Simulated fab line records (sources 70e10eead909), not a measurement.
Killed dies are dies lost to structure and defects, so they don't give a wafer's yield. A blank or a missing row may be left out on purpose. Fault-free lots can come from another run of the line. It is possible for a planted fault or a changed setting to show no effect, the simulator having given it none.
Which tool was responsible? :: flow nand_harc :: 24 lots, 72 wafers sampled, at 2 steps of a route of 1302

## WHAT THE GAUGES READ, wafer by wafer
NHARC_A_CONTACT_CD_MEAS_15. Usual: cd_nm reads 189.9 nm (standard deviation 0.62).
lot: L075
measured: day 21 15:15
on: cd_sem-03
cd_nm (nm): 189.8 189.7 190.3
flag: 

lot: L076
measured: day 22 02:14
on: cd_sem-03
cd_nm (nm): 190.1 190.3 190.0
flag: 

lot: L077
measured: day 22 03:56
on: cd_sem-03
cd_nm (nm): 190.0 190.2 190.1
flag: 

lot: L074
measured: day 22 05:25
on: cd_sem-02
cd_nm (nm): 189.8 189.5 189.6
flag: 

lot: L078
measured: day 23 10:47
on: cd_sem-03
cd_nm (nm): 189.9 190.1 189.6
flag: 

lot: L080
measured: day 23 13:40
on: cd_sem-02
cd_nm (nm): 190.0 189.9 189.5
flag: 

lot: L079
measured: day 23 14:44
on: cd_sem-02
cd_nm (nm): 189.4 189.6 189.8
flag: 

lot: L081
measured: day 24 22:35
on: cd_sem-02
cd_nm (nm): 190.0 189.5 189.7
flag: 

lot: L082
measured: day 24 22:58
on: cd_sem-03
cd_nm (nm): 189.7 189.5 188.8
flag: 

lot: L083
measured: day 25 14:22
on: cd_sem-02
cd_nm (nm): 189.2 189.3 189.6
flag: 

lot: L084
measured: day 25 15:39
on: cd_sem-01
cd_nm (nm): 190.0 189.0 189.8
flag: 

lot: L085
measured: day 25 19:12
on: cd_sem-03
cd_nm (nm): 189.8 189.3 189.3
flag: 

lot: L086
measured: day 26 01:28
on: cd_sem-03
cd_nm (nm): 191.9 191.3 191.7
flag: 

lot: L087
measured: day 26 08:28
on: cd_sem-01
cd_nm (nm): 190.3 190.1 190.5
flag: 

lot: L088
measured: day 27 03:01
on: cd_sem-03
cd_nm (nm): 189.9 189.7 190.0
flag: 

lot: L089
measured: day 27 12:28
on: cd_sem-02
cd_nm (nm): 189.2 189.6 189.3
flag: 

lot: L090
measured: day 27 20:38
on: cd_sem-01
cd_nm (nm): 190.7 190.8 190.2
flag: 

lot: L091
measured: day 27 23:51
on: cd_sem-02
cd_nm (nm): 189.3 188.4 188.1
flag: 

lot: L093
measured: day 28 15:58
on: cd_sem-03
cd_nm (nm): 190.6 190.1 190.5
flag: 

lot: L092
measured: day 28 16:46
on: cd_sem-01
cd_nm (nm): 190.3 190.3 189.7
flag: 

lot: L095
measured: day 29 21:55
on: cd_sem-03
cd_nm (nm): 189.9 189.9 190.0
flag: 

lot: L094
measured: day 29 23:00
on: cd_sem-03
cd_nm (nm): 190.4 190.5 190.4
flag: 

lot: L097
measured: day 30 23:53
on: cd_sem-01
cd_nm (nm): 189.1 189.6 189.2
flag: 

lot: L096
measured: day 31 04:38
on: cd_sem-01
cd_nm (nm): 190.1 190.1 190.0
flag: 

## EACH LOT AND THE TOOL THAT RAN IT (in order: tool; ch and the chambers of the sampled wafers; start)
lot: L075
NHARC_A_CONTACT_ETCH_98: rie_diel-07 ch 0,1,3, day 21 15:15 or earlier

lot: L076
NHARC_A_CONTACT_ETCH_98: rie_diel-07 ch 1,2,3, day 22 02:14 or earlier

lot: L077
NHARC_A_CONTACT_ETCH_98: rie_diel-07 ch 1,2,3, day 22 03:56 or earlier

lot: L074
NHARC_A_CONTACT_ETCH_98: rie_diel-07 ch 0,1, day 22 05:25 or earlier

lot: L078
NHARC_A_CONTACT_ETCH_98: rie_diel-03 ch 0,1, day 23 10:47 or earlier

lot: L080
NHARC_A_CONTACT_ETCH_98: rie_diel-07 ch 0,1,2, day 23 13:40 or earlier

lot: L079
NHARC_A_CONTACT_ETCH_98: rie_diel-05 ch 0,1,3, day 23 14:44 or earlier

lot: L081
NHARC_A_CONTACT_ETCH_98: rie_diel-07 ch 1,2,3, day 24 22:35 or earlier

lot: L082
NHARC_A_CONTACT_ETCH_98: rie_diel-03 ch 0,2,3, day 24 22:58 or earlier

lot: L083
NHARC_A_CONTACT_ETCH_98: rie_diel-07 ch 0,1,3, day 25 14:22 or earlier

lot: L084
NHARC_A_CONTACT_ETCH_98: rie_diel-07 ch 0,2,3, day 25 15:39 or earlier

lot: L085
NHARC_A_CONTACT_ETCH_98: rie_diel-05 ch 2,3, day 25 19:12 or earlier

lot: L086
NHARC_A_CONTACT_ETCH_98: rie_diel-05 ch 0,2,3, day 26 01:28 or earlier

lot: L087
NHARC_A_CONTACT_ETCH_98: rie_diel-05 ch 2,3, day 26 08:28 or earlier

lot: L088
NHARC_A_CONTACT_ETCH_98: rie_diel-05 ch 1,2,3, day 27 03:01 or earlier

lot: L089
NHARC_A_CONTACT_ETCH_98: rie_diel-05 ch 0,2, day 27 12:28 or earlier

lot: L090
NHARC_A_CONTACT_ETCH_98: rie_diel-07 ch 0,1,3, day 27 20:38 or earlier

lot: L091
NHARC_A_CONTACT_ETCH_98: rie_diel-03 ch 0,1,2, day 27 23:51 or earlier

lot: L093
NHARC_A_CONTACT_ETCH_98: rie_diel-07 ch 1,2, day 28 15:58 or earlier

lot: L092
NHARC_A_CONTACT_ETCH_98: rie_diel-07 ch 0,1,3, day 28 16:46 or earlier

lot: L095
NHARC_A_CONTACT_ETCH_98: rie_diel-07 ch 0,3, day 29 21:55 or earlier

lot: L094
NHARC_A_CONTACT_ETCH_98: rie_diel-07 ch 0,1,3, day 29 23:00 or earlier

lot: L097
NHARC_A_CONTACT_ETCH_98: rie_diel-07 ch 0,2,3, day 30 23:53 or earlier

lot: L096
NHARC_A_CONTACT_ETCH_98: rie_diel-07 ch 0,1,2, day 31 04:38 or earlier
- NHARC_A_CONTACT_ETCH_98: etches the open film in C4F6/O2, target depth 20 nm, time 10 s.

## WHAT THE TOOLS THEMSELVES READ (means of the sampled wafers that have a number; where no wafer has one, the mark that the record gives instead)
NHARC_A_CONTACT_ETCH_98. Usual: drypump_motor_current_A 5.8 A, standard deviation 0.33; oes_product_au 0.952 a.u., standard deviation 0.019; rf_vpp_V 547 V, standard deviation 4.1; showerhead_plenum_p_Torr 3.95 Torr, standard deviation 0.21; throttle_valve_pct 26.903 %, standard deviation 0.009.
lot: L075
tool: rie_diel-07
drypump_motor_current_A (A): 5.8
oes_product_au (a.u.): 0.939
rf_vpp_V (V): 547
showerhead_plenum_p_Torr (Torr): 3.94
throttle_valve_pct (%): 26.901
flag: 

lot: L076
tool: rie_diel-07
drypump_motor_current_A (A): 5.8
oes_product_au (a.u.): 0.952
rf_vpp_V (V): 546
showerhead_plenum_p_Torr (Torr): 3.81
throttle_valve_pct (%): 26.893
flag: 

lot: L077
tool: rie_diel-07
drypump_motor_current_A (A): 5.8
oes_product_au (a.u.): 0.951
rf_vpp_V (V): 544
showerhead_plenum_p_Torr (Torr): 3.81
throttle_valve_pct (%): 26.909
flag: 

lot: L074
tool: rie_diel-07
drypump_motor_current_A (A): 5.9
oes_product_au (a.u.): 0.939
rf_vpp_V (V): 549
showerhead_plenum_p_Torr (Torr): 4.12
throttle_valve_pct (%): 26.909
flag: 

lot: L078
tool: rie_diel-03
drypump_motor_current_A (A): 5.4
oes_product_au (a.u.): 0.944
rf_vpp_V (V): 543
showerhead_plenum_p_Torr (Torr): 3.75
throttle_valve_pct (%): 26.895
flag: 

lot: L080
tool: rie_diel-07
drypump_motor_current_A (A): 6.0
oes_product_au (a.u.): 0.946
rf_vpp_V (V): 548
showerhead_plenum_p_Torr (Torr): 3.99
throttle_valve_pct (%): 26.912
flag: 

lot: L079
tool: rie_diel-05
drypump_motor_current_A (A): 5.6
oes_product_au (a.u.): 0.959
rf_vpp_V (V): 550
showerhead_plenum_p_Torr (Torr): 4.10
throttle_valve_pct (%): 26.900
flag: 

lot: L081
tool: rie_diel-07
drypump_motor_current_A (A): 5.9
oes_product_au (a.u.): 0.944
rf_vpp_V (V): 546
showerhead_plenum_p_Torr (Torr): 3.81
throttle_valve_pct (%): 26.901
flag: 

lot: L082
tool: rie_diel-03
drypump_motor_current_A (A): 5.4
oes_product_au (a.u.): 0.956
rf_vpp_V (V): 550
showerhead_plenum_p_Torr (Torr): 4.02
throttle_valve_pct (%): 26.907
flag: 

lot: L083
tool: rie_diel-07
drypump_motor_current_A (A): 5.8
oes_product_au (a.u.): 0.956
rf_vpp_V (V): 547
showerhead_plenum_p_Torr (Torr): 3.92
throttle_valve_pct (%): 26.911
flag: 

lot: L084
tool: rie_diel-07
drypump_motor_current_A (A): 5.9
oes_product_au (a.u.): 0.948
rf_vpp_V (V): 547
showerhead_plenum_p_Torr (Torr): 3.90
throttle_valve_pct (%): 26.900
flag: 

lot: L085
tool: rie_diel-05
drypump_motor_current_A (A): 5.5
oes_product_au (a.u.): 0.942
rf_vpp_V (V): 552
showerhead_plenum_p_Torr (Torr): 4.15
throttle_valve_pct (%): 26.903
flag: 

lot: L086
tool: rie_diel-05
drypump_motor_current_A (A): 5.9
oes_product_au (a.u.): 0.941
rf_vpp_V (V): 551
showerhead_plenum_p_Torr (Torr): 4.17
throttle_valve_pct (%): 26.900
flag: 

lot: L087
tool: rie_diel-05
drypump_motor_current_A (A): 5.5
oes_product_au (a.u.): 0.997
rf_vpp_V (V): 551
showerhead_plenum_p_Torr (Torr): 4.15
throttle_valve_pct (%): 26.896
flag: 

lot: L088
tool: rie_diel-05
drypump_motor_current_A (A): 5.6
oes_product_au (a.u.): 1.002
rf_vpp_V (V): 550
showerhead_plenum_p_Torr (Torr): 4.09
throttle_valve_pct (%): 26.903
flag: 

lot: L089
tool: rie_diel-05
drypump_motor_current_A (A): 6.2
oes_product_au (a.u.): 0.948
rf_vpp_V (V): 552
showerhead_plenum_p_Torr (Torr): 4.19
throttle_valve_pct (%): 26.898
flag: 

lot: L090
tool: rie_diel-07
drypump_motor_current_A (A): 5.8
oes_product_au (a.u.): 0.940
rf_vpp_V (V): 546
showerhead_plenum_p_Torr (Torr): 3.92
throttle_valve_pct (%): 26.906
flag: 

lot: L091
tool: rie_diel-03
drypump_motor_current_A (A): 5.4
oes_product_au (a.u.): 0.940
rf_vpp_V (V): 546
showerhead_plenum_p_Torr (Torr): 3.85
throttle_valve_pct (%): 26.923
flag: 

lot: L093
tool: rie_diel-07
drypump_motor_current_A (A): 6.0
oes_product_au (a.u.): 0.946
rf_vpp_V (V): 545
showerhead_plenum_p_Torr (Torr): 3.86
throttle_valve_pct (%): 26.908
flag: 

lot: L092
tool: rie_diel-07
drypump_motor_current_A (A): 5.8
oes_product_au (a.u.): 0.942
rf_vpp_V (V): 546
showerhead_plenum_p_Torr (Torr): 3.92
throttle_valve_pct (%): 26.903
flag: 

lot: L095
tool: rie_diel-07
drypump_motor_current_A (A): 5.7
oes_product_au (a.u.): 0.948
rf_vpp_V (V): 545
showerhead_plenum_p_Torr (Torr): 3.84
throttle_valve_pct (%): 26.914
flag: 

lot: L094
tool: rie_diel-07
drypump_motor_current_A (A): 5.8
oes_product_au (a.u.): 0.983
rf_vpp_V (V): 547
showerhead_plenum_p_Torr (Torr): 3.92
throttle_valve_pct (%): 26.894
flag: 

lot: L097
tool: rie_diel-07
drypump_motor_current_A (A): 5.8
oes_product_au (a.u.): 0.936
rf_vpp_V (V): 546
showerhead_plenum_p_Torr (Torr): 3.89
throttle_valve_pct (%): 26.897
flag: 

lot: L096
tool: rie_diel-07
drypump_motor_current_A (A): 5.9
oes_product_au (a.u.): 0.942
rf_vpp_V (V): 547
showerhead_plenum_p_Torr (Torr): 3.97
throttle_valve_pct (%): 26.903
flag: 

## THE ANSWER, worked out from the rows above alone
Rule: lot off if the mean of its wafers having a number is beyond 3 standard deviations from the usual mean. Also off: a lot with no number at a reading for which 4 or more lots have one. Where the step has rows for the other lots, those lots are counted as sound. The gauges are gone through in route order, then the tools' own readings, and for those a lot's mean is taken as printed above. At the first step where some lot is off, the reading lying furthest off is the one used; lots without a number count as furthest.
Across all readings shown, no lot is off: no conclusion can be drawn from this.

## WHAT THE SIMULATOR PUT IN
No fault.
